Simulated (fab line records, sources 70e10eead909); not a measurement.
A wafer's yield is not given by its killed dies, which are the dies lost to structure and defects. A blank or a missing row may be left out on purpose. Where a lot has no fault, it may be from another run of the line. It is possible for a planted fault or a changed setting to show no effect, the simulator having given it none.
Struck lot and sound lot, side by side || flow nand-harc || 40 out of 1302 route steps
Sound: the wafers L308.1, L308.2, L308.5. The struck wafers were L322.1, L322.2, L322.5. Last of all comes the cause.
Each step with rows lists, per side, the tool, then ch with its chambers, then its first start. Under that, the readings that differ: sound wafers || struck wafers || difference of the means || sigmas: that difference in standard deviations of wafers without a fault.
alike: same words and numbers on both sides, and readings whose means sit less than 2 such deviations apart. not compared: any withheld reading, any reading some wafer has no value for, any bound like >300 that may hide the same value, and any number with overlapping values for which the record gives no deviation.
The two part at a step that has a row with sigmas, a row that says differs or no value, or rows on one side only. Numbers that don't overlap but have no deviation are shown without sigmas and don't part them. Lack of a reading on every wafer of one side parts them only where that side has two or more wafers.

first, 1 step without rows for these wafers: NHARC_A_CONTACT_DESCUM_13 (chemistry O2, time 3 s).
NHARC_A_CONTACT_ETCH_88: etches the open film in CF4, target depth 39 nm, time 65 s.
  sound on rie-diel-05 ch 0,2,3, day 22 20:34; struck on rie-diel-10 ch 2,3, day 27 20:55
  alike: bias-w, drypump-motor-current-A, oes-product-au, rf-vpp-V, showerhead-plenum-p-Torr, throttle-valve-pct
  not compared: rf-hours-counter-h
then, 2 steps without rows for these wafers: NHARC_A_CONTACT_ETCH_89 (etches the open film in N2/H2, target depth 260 nm, time 475.3 s); NHARC_A_CONTACT_ETCH_30 (etches the open film in CF4/CHF3, target depth 72.6 nm, time 36.3 s).
NHARC_A_CONTACT_ETCH_31: etches the open film in O2/COS, target depth 2800 nm, time 728 s.
  sound on rie-diel-05 ch 0,2,3; struck on rie-diel-10 ch 0,1
{"reading": "rf-vpp-V (V)", "sound": "314.0 313.5 312.4", "struck": "316.4 319.0 317.7", "difference": "+4.4", "sigmas": "+2"}
{"reading": "showerhead-plenum-p-Torr (Torr)", "sound": "3.10 3.05 2.98", "struck": "3.26 3.37 3.37", "difference": "+0.29", "sigmas": "+2"}
  alike: bias-w, drypump-motor-current-A, oes-product-au, throttle-valve-pct
  not compared: rf-hours-counter-h
NHARC_A_CONTACT_ETCH_134: etches the open film in C4F8/O2/Ar, time 140 s, target depth 700 nm.
  sound on har-cap-etch-01 ch 0,1, day 22 21:35; struck on har-cap-etch-01 ch 0,1, day 27 21:57
  alike: oes-air-line-au
  not compared: rf-hours-counter-h
then, 1 step without rows for these wafers: NHARC_A_CONTACT_ETCH_135 (etches the open film in C4F8/O2/Ar, time 311 s, target depth 1912 nm).
NHARC_A_CONTACT_ETCH_136: etches the open film in C4F8/O2/Ar, time 311 s, target depth 1912 nm.
  sound on har-cap-etch-01 ch 0,1, day 22 22:04; struck on har-cap-etch-01 ch 0,1, day 27 22:25
  alike: oes-air-line-au
  not compared: rf-hours-counter-h
then, 4 steps without rows for these wafers: NHARC_A_CONTACT_ETCH_137 (etches the open film in C4F8/O2/Ar, time 311 s, target depth 1912 nm); NHARC_A_CONTACT_ETCH_138 (etches the open film in C4F8/O2/Ar, time 311 s, target depth 1914 nm); NHARC_A_CONTACT_ETCH_139 (etches the open film in C4F8/O2/Ar, time 195 s, target depth 840 nm); NHARC_A_CONTACT_ETCH_92 (etches the open film in CH3F/O2, target depth 40 nm, time 85.7 s).
NHARC_A_CONTACT_ETCH_98: etches the open film in C4F6/O2, target depth 20 nm, time 10 s.
  sound on rie-diel-10 ch 1,3, day 22 23:35; struck on rie-diel-10 ch 2,3, day 27 23:57
  alike: bias-w, drypump-motor-current-A, oes-product-au, rf-vpp-V, showerhead-plenum-p-Torr, throttle-valve-pct
  not compared: rf-hours-counter-h
NHARC_A_CONTACT_CD_MEAS_15:
  struck on cd-sem-01, day 28 00:02; sound on cd-sem-02, day 22 23:40
  alike: cd-nm
then, 3 steps without rows for these wafers: NHARC_A_CONTACT_STRIP_107 (strips in N2/H2); NHARC_A_CONTACT_STRIP_108 (strips in CF4/CHF3); NHARC_A_CONTACT_STRIP_109 (strips in O2/COS).
NHARC_A_CONTACT_ETCH_110: etches the open film in CF4/O2, target depth 60 nm, overetch 6 nm, time 33 s.
  sound on rie-diel-10 ch 0,1,3, day 22 23:58; struck on rie-diel-10 ch 0,2, day 28 00:25
  alike: bias-w, drypump-motor-current-A, oes-product-au, rf-vpp-V, showerhead-plenum-p-Torr, throttle-valve-pct
  not compared: rf-hours-counter-h
then, 16 steps without rows for these wafers: NHARC_A_CONTACT_STRIP_26 (strips in O2); NHARC_A_CONTACT_STRIP_27 (strips in post etch residue remover, time 600 s); NHARC_A_CONTACT_ALD_18 (deposits TiN, target thk 3 nm, pulse time 1 s, ald cycles 150); NHARC_A_CONTACT_CVD_19 (deposits W, target thk 300 nm, time 802 s); NHARC_A_CONTACT_CMP_20 (polishes, t overpolish 30 s, target thk 300 nm); NHARC_A_CONTACT_SRD_22; NHARC_A_BLC_DEHYDRATE_00 (time 120 s); NHARC_A_BLC_HMDS_01 (time 30 s); NHARC_A_BLC_COAT_02 (time 75 s); NHARC_A_BLC_COAT_03 (time 65 s); NHARC_A_BLC_COAT_04 (resist thk 90 nm); NHARC_A_BLC_SOFTBAKE_05 (time 55 s); NHARC_A_BLC_EBR_06; NHARC_A_BLC_EXPOSE_07 (exposes mask A BLC, target cd 100 nm); NHARC_A_BLC_PEB_08 (peb time 65 s); NHARC_A_BLC_DEVELOP_09 (develop time 35 s).
NHARC_A_BLC_CD_MEAS_10: the cd target is 100 nm.
  sound on cd-sem-03 ch 0, day 23 02:36; struck on cd-sem-01 ch 0, day 28 03:10
  alike: cd-nm
NHARC_A_BLC_OVL_MEAS_11:
  struck on overlay-01, day 28 03:16; sound on overlay-01, day 23 02:41
  alike: overlay-x-nm, overlay-y-nm
then, 3 steps without rows for these wafers: NHARC_A_BLC_DESCUM_15 (chemistry O2, time 3 s); NHARC_A_BLC_ETCH_16 (etches the open film in CF4, target depth 39 nm, time 65 s); NHARC_A_BLC_ETCH_17 (etches the open film in N2/H2, target depth 390 nm, time 609.38 s).
NHARC_END_SORT_01:
  the record has rows for the struck wafers here (prober-01 ch 0, day 30 01:19) and none for the sound ones

## WHERE THEY PART
Last at NHARC_END_SORT_01 as far as this record goes, first at NHARC_A_CONTACT_ETCH_31.

WHY: what the simulator had put in
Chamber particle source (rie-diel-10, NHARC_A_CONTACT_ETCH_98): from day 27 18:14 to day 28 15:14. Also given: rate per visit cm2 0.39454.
